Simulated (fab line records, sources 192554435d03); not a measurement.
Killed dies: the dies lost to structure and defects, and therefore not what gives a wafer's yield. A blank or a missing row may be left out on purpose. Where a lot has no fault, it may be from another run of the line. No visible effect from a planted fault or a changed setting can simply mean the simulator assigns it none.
Chamber matching || flow n5_finfet || N5_BEOL_M10_DESCUM_16 on rie_diel-01: 4 sister chambers
The step chemistry O2, time 7.9 s. 8 wafers are shown with their chamber, then 7 later ones without.

## EACH WAFER AND ITS CHAMBER
{"wafer": "L074.3", "chamber": 0, "throttle_valve_pct (%)": 20.54, "showerhead_plenum_p_Torr (Torr)": 2.11}
{"wafer": "L088.2", "chamber": 0, "throttle_valve_pct (%)": 20.57, "showerhead_plenum_p_Torr (Torr)": 2.10}
{"wafer": "L088.3", "chamber": 1, "throttle_valve_pct (%)": 20.32, "showerhead_plenum_p_Torr (Torr)": 2.11}
{"wafer": "L086.1", "chamber": 1, "throttle_valve_pct (%)": 20.32, "showerhead_plenum_p_Torr (Torr)": 2.11}
{"wafer": "L086.3", "chamber": 2, "throttle_valve_pct (%)": 20.66, "showerhead_plenum_p_Torr (Torr)": 2.10}
{"wafer": "L086.5", "chamber": 3, "throttle_valve_pct (%)": 20.64, "showerhead_plenum_p_Torr (Torr)": 2.05}
{"wafer": "L090.3", "chamber": 2, "throttle_valve_pct (%)": 20.68, "showerhead_plenum_p_Torr (Torr)": 2.10}
{"wafer": "L090.4", "chamber": 3, "throttle_valve_pct (%)": 20.66, "showerhead_plenum_p_Torr (Torr)": 2.05}

## WAFERS WITHOUT THEIR CHAMBER
{"wafer": "L090.6", "throttle_valve_pct (%)": 20.35, "showerhead_plenum_p_Torr (Torr)": 2.10}
{"wafer": "L093.2", "throttle_valve_pct (%)": 20.67, "showerhead_plenum_p_Torr (Torr)": 2.05}
{"wafer": "L093.3", "throttle_valve_pct (%)": 20.36, "showerhead_plenum_p_Torr (Torr)": 2.10}
{"wafer": "L093.4", "throttle_valve_pct (%)": 20.60, "showerhead_plenum_p_Torr (Torr)": 2.10}
{"wafer": "L094.3", "throttle_valve_pct (%)": 20.38, "showerhead_plenum_p_Torr (Torr)": 2.10}
{"wafer": "L094.5", "throttle_valve_pct (%)": 20.71, "showerhead_plenum_p_Torr (Torr)": 2.09}
{"wafer": "L094.6", "throttle_valve_pct (%)": 20.60, "showerhead_plenum_p_Torr (Torr)": 2.09}

## WHICH CHAMBER EACH WENT THROUGH
{"wafer": "L090.6", "from the rows above": 1, "in truth": 1}
{"wafer": "L093.2", "from the rows above": 3, "in truth": 3}
{"wafer": "L093.3", "from the rows above": 1, "in truth": 1}
{"wafer": "L093.4", "from the rows above": "can't be placed: 0 or 2", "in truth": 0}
{"wafer": "L094.3", "from the rows above": 1, "in truth": 1}
{"wafer": "L094.5", "from the rows above": 2, "in truth": 2}
{"wafer": "L094.6", "from the rows above": "can't be placed: 0 or 2", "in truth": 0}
Correct placement for 5 of the 7. From these rows, 2 cannot be placed; in 2 the true chamber is one of the candidates. Number placed wrongly: 0.
How it was worked out, from the rows above alone: a wafer's distance from a chamber is the root of the sum, over the readings, of the square of ((its reading less the chamber's mean) divided by the reading's scatter). If the next closest chamber is less than 2 further off than the closest, the wafer can't be placed; otherwise it belongs to the closest. The mean given for a chamber averages the wafers shown for that chamber. The scatter is the square root of a quotient: the sum, over the shown wafers, of each reading's squared deviation from its chamber's mean, divided by wafers minus chambers.
